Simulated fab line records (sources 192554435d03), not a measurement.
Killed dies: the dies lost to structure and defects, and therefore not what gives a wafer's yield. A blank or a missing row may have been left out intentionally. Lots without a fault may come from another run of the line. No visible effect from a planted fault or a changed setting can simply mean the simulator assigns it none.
Struck lot and sound lot, side by side -- flow n5-finfet -- 24 out of 1938 route steps
Sound: the wafers L387.2, L387.3, L387.4. Struck: wafers L388.3, L388.6. (L388.4 of the same lot was not struck and is left out.) The cause comes at the end.
For every step that has rows: the tool of each side, followed by ch and its chambers, followed by its first start. Under that, the readings that differ: sound wafers -- struck wafers -- difference of the means -- sigmas: that difference in standard deviations of wafers without a fault.
alike: readings whose means differ by less than 2 such deviations, and words and numbers that are the same on both sides. not compared: withheld readings, readings that some wafer has no value for, bounds like >300 that may hide the same value, and numbers for which the record gives no deviation and whose values overlap.
The two part at a step that has a row with sigmas, a row that says differs or no value, or rows on one side only. Numbers that don't overlap but have no deviation are shown without sigmas and don't part them. A reading that every wafer of one side lacks parts them only if that side has two wafers or more.

first, 9 steps without rows for these wafers: N5_BEOL_M2_PEB_09 (peb time 60 s); N5_BEOL_M2_DEVELOP_10 (develop time 30 s); N5_BEOL_M2_DESCUM_16 (chemistry O2, time 7 s); N5_BEOL_M2_ETCH_74 (etches underlayer in N2/H2, target depth 6.5 nm, time 5.2 s); N5_BEOL_M2_ETCH_63 (etches SiARC in CF4, target depth 15.6 nm, time 26 s); N5_BEOL_M2_ETCH_64 (etches SOC in N2/H2, target depth 75 nm, overetch 22.5 nm, time 121.9 s); N5_BEOL_M2_STRIP_65 (strips in N2/H2); N5_BEOL_M2_STRIP_75 (strips in N2/H2); N5_BEOL_M2_STRIP_66 (strips in CF4).
N5_BEOL_M2_HM_OPEN_17: chemistry Cl2/BCl3, target TiN, target depth 20 nm, overetch 6 nm.
  sound on rie-metal-01 ch 0,1, day 7 23:33; struck on rie-metal-01 ch 1, day 8 03:06
  alike: bias-w, drypump-motor-current-A, he-backside-leak-sccm, mfc-ar-sccm, oes-product-au, throttle-valve-pct
  not compared: rf-hours-counter-h
then, 10 steps without rows for these wafers: N5_BEOL_M2_STRIP_19 (strips in O2); N5_BEOL_M2_COAT_67 (time 60 s, resist thk 60 nm); N5_BEOL_M2_COAT_68 (time 60 s, resist thk 12 nm); N5_BEOL_M2_COAT_76 (time 60 s, resist thk 5 nm); N5_BEOL_M2_COAT_22 (resist thk 30 nm); N5_BEOL_M2_EBR_24; N5_BEOL_M2_SOFTBAKE_23 (time 60 s); N5_BEOL_M2_EXPOSE_25 (exposes mask V1, defocus 5 nm); N5_BEOL_M2_PEB_26 (peb time 60 s); N5_BEOL_M2_DEVELOP_27 (develop time 30 s).
N5_BEOL_M2_INSPECT_30: inspects for defects (brightfield).
  struck on defect-inspect-01, day 8 03:47; sound on defect-inspect-01, day 8 00:08
reading,sound,struck,difference,sigmas
raw-defect-count,476 533 642,1086 853,+419,+4
then, 1 step without rows for these wafers: N5_BEOL_M2_DESCUM_33 (chemistry O2, time 7 s).
-- record jumps: 3 days separate the struck wafers' starts on either side; left off in module BEOL_M2, taken up again in module BEOL_M4, whose first shown step is the route's number 1111 --
N5_BEOL_M4_RC_MEAS_101:
  sound on prober-02 ch 0, day 10 23:00; struck on prober-01 ch 0, day 11 01:41
  alike: DIBL_N, DIBL_P, IOFF_N, IOFF_P, ION_N, ION_P, SS_N, SS_P, VT_N, VT_P
-- a jump in the record: the struck wafers' starts before and after are 4 days apart (it breaks off in module BEOL_M4 and resumes in module PASSIVATION, where the first step shown is number 1936 of the route) --
N5_PASSIVATION_PROBE_49:
  record: rows for the struck wafers here (prober-01, day 15 05:30), none for the sound ones

## WHERE THEY PART
At N5_BEOL_M2_INSPECT_30 first; at N5_PASSIVATION_PROBE_49 last (within this record only).

WHY: the cause the simulator had injected
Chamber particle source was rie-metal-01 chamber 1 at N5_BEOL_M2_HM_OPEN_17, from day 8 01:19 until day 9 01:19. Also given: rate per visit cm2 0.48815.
